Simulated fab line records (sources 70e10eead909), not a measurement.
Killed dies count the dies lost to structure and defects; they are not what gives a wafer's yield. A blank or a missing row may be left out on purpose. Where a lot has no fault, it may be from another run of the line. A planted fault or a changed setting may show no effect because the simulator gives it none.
Matching of chambers :: flow nandHarc :: NHARC_A_STAIRCASE_TRIM_220 on rieDiel-13: 4 sister chambers
The step chemistry O2, time 211.2 s. 18 wafers are shown with their chamber, then 9 later ones without.

## EACH WAFER AND ITS CHAMBER
wafer: L078.2
chamber: 0
showerheadPlenumPTorr (Torr): 3.37
drypumpMotorCurrentA (A): 6.5
oesProductAu (a.u.): 1.005

wafer: L078.3
chamber: 3
showerheadPlenumPTorr (Torr): 3.66
drypumpMotorCurrentA (A): 5.0
oesProductAu (a.u.): 1.001

wafer: L078.5
chamber: 1
showerheadPlenumPTorr (Torr): 3.50
drypumpMotorCurrentA (A): 5.3
oesProductAu (a.u.): 1.003

wafer: L079.2
chamber: 1
showerheadPlenumPTorr (Torr): 3.49
drypumpMotorCurrentA (A): 5.2
oesProductAu (a.u.): 1.012

wafer: L079.3
chamber: 2
showerheadPlenumPTorr (Torr): 3.37
drypumpMotorCurrentA (A): 5.8
oesProductAu (a.u.): 1.020

wafer: L079.5
chamber: 1
showerheadPlenumPTorr (Torr): 3.49
drypumpMotorCurrentA (A): 5.2
oesProductAu (a.u.): 0.996

wafer: L080.1
chamber: 2
showerheadPlenumPTorr (Torr): 3.37
drypumpMotorCurrentA (A): 5.8
oesProductAu (a.u.): 1.005

wafer: L080.2
chamber: 0
showerheadPlenumPTorr (Torr): 3.36
drypumpMotorCurrentA (A): 6.4
oesProductAu (a.u.): 1.006

wafer: L080.5
chamber: 3
showerheadPlenumPTorr (Torr): 3.65
drypumpMotorCurrentA (A): 5.0
oesProductAu (a.u.): 1.000

wafer: L081.1
chamber: 3
showerheadPlenumPTorr (Torr): 3.65
drypumpMotorCurrentA (A): 5.0
oesProductAu (a.u.): 1.011

wafer: L081.2
chamber: 2
showerheadPlenumPTorr (Torr): 3.37
drypumpMotorCurrentA (A): 5.8
oesProductAu (a.u.): 1.016

wafer: L081.5
chamber: 2
showerheadPlenumPTorr (Torr): 3.37
drypumpMotorCurrentA (A): 5.7
oesProductAu (a.u.): 1.012

wafer: L083.2
chamber: 1
showerheadPlenumPTorr (Torr): 3.48
drypumpMotorCurrentA (A): 5.2
oesProductAu (a.u.): 1.004

wafer: L083.3
chamber: 2
showerheadPlenumPTorr (Torr): 3.37
drypumpMotorCurrentA (A): 5.8
oesProductAu (a.u.): 1.017

wafer: L083.6
chamber: 1
showerheadPlenumPTorr (Torr): 3.48
drypumpMotorCurrentA (A): 5.2
oesProductAu (a.u.): 1.005

wafer: L085.2
chamber: 0
showerheadPlenumPTorr (Torr): 3.35
drypumpMotorCurrentA (A): 6.4
oesProductAu (a.u.): 1.011

wafer: L085.5
chamber: 0
showerheadPlenumPTorr (Torr): 3.35
drypumpMotorCurrentA (A): 6.4
oesProductAu (a.u.): 1.006

wafer: L085.6
chamber: 3
showerheadPlenumPTorr (Torr): 3.65
drypumpMotorCurrentA (A): 5.0
oesProductAu (a.u.): 1.003

SIGNATURES (means of the wafers above)
reading: showerheadPlenumPTorr
chamber 0: 3.3575
chamber 1: 3.4880
chamber 2: 3.3700
chamber 3: 3.6525
scatter within a chamber: 0.00671

reading: drypumpMotorCurrentA
chamber 0: 6.425
chamber 1: 5.220
chamber 2: 5.780
chamber 3: 5.000
scatter within a chamber: 0.041

reading: oesProductAu
chamber 0: 1.00700
chamber 1: 1.00400
chamber 2: 1.01400
chamber 3: 1.00375
scatter within a chamber: 0.00508
Rule: for a wafer and a chamber, the distance is found by dividing, reading by reading, the gap between the wafer's reading and the chamber's mean by the reading's scatter, squaring, summing and taking the root. The wafer belongs to the nearest chamber; if the next one is less than 2 further off, it can't be placed. The scatter: the root of (the sum of the squares of (reading less its chamber's mean) over the shown wafers, divided by (wafers less chambers)).

## WAFERS WHOSE CHAMBER IS MISSING
wafer: L087.2
showerheadPlenumPTorr (Torr): 3.36
drypumpMotorCurrentA (A): 5.7
oesProductAu (a.u.): 1.008

wafer: L087.3
showerheadPlenumPTorr (Torr): 3.64
drypumpMotorCurrentA (A): 5.0
oesProductAu (a.u.): 0.992

wafer: L087.4
showerheadPlenumPTorr (Torr): 3.34
drypumpMotorCurrentA (A): 6.4
oesProductAu (a.u.): 0.997

wafer: L088.3
showerheadPlenumPTorr (Torr): 3.35
drypumpMotorCurrentA (A): 5.8
oesProductAu (a.u.): 1.003

wafer: L088.4
showerheadPlenumPTorr (Torr): 3.34
drypumpMotorCurrentA (A): 6.5
oesProductAu (a.u.): 1.003

wafer: L088.6
showerheadPlenumPTorr (Torr): 3.47
drypumpMotorCurrentA (A): 5.2
oesProductAu (a.u.): 1.006

wafer: L090.4
showerheadPlenumPTorr (Torr): 3.34
drypumpMotorCurrentA (A): 6.4
oesProductAu (a.u.): 0.998

wafer: L090.5
showerheadPlenumPTorr (Torr): 3.47
drypumpMotorCurrentA (A): 5.2
oesProductAu (a.u.): 0.994

wafer: L090.6
showerheadPlenumPTorr (Torr): 3.35
drypumpMotorCurrentA (A): 5.8
oesProductAu (a.u.): 1.001

## WHICH CHAMBER EACH ONE RAN IN
wafer: L087.2
from the rows above: 2
in truth: 2

wafer: L087.3
from the rows above: 3
in truth: 3

wafer: L087.4
from the rows above: 0
in truth: 0

wafer: L088.3
from the rows above: 2
in truth: 2

wafer: L088.4
from the rows above: 0
in truth: 0

wafer: L088.6
from the rows above: 1
in truth: 1

wafer: L090.4
from the rows above: 0
in truth: 0

wafer: L090.5
from the rows above: 1
in truth: 1

wafer: L090.6
from the rows above: 2
in truth: 2
9 of 9 placed correctly. Not placeable from these rows: 0. Wrongly placed: 0.
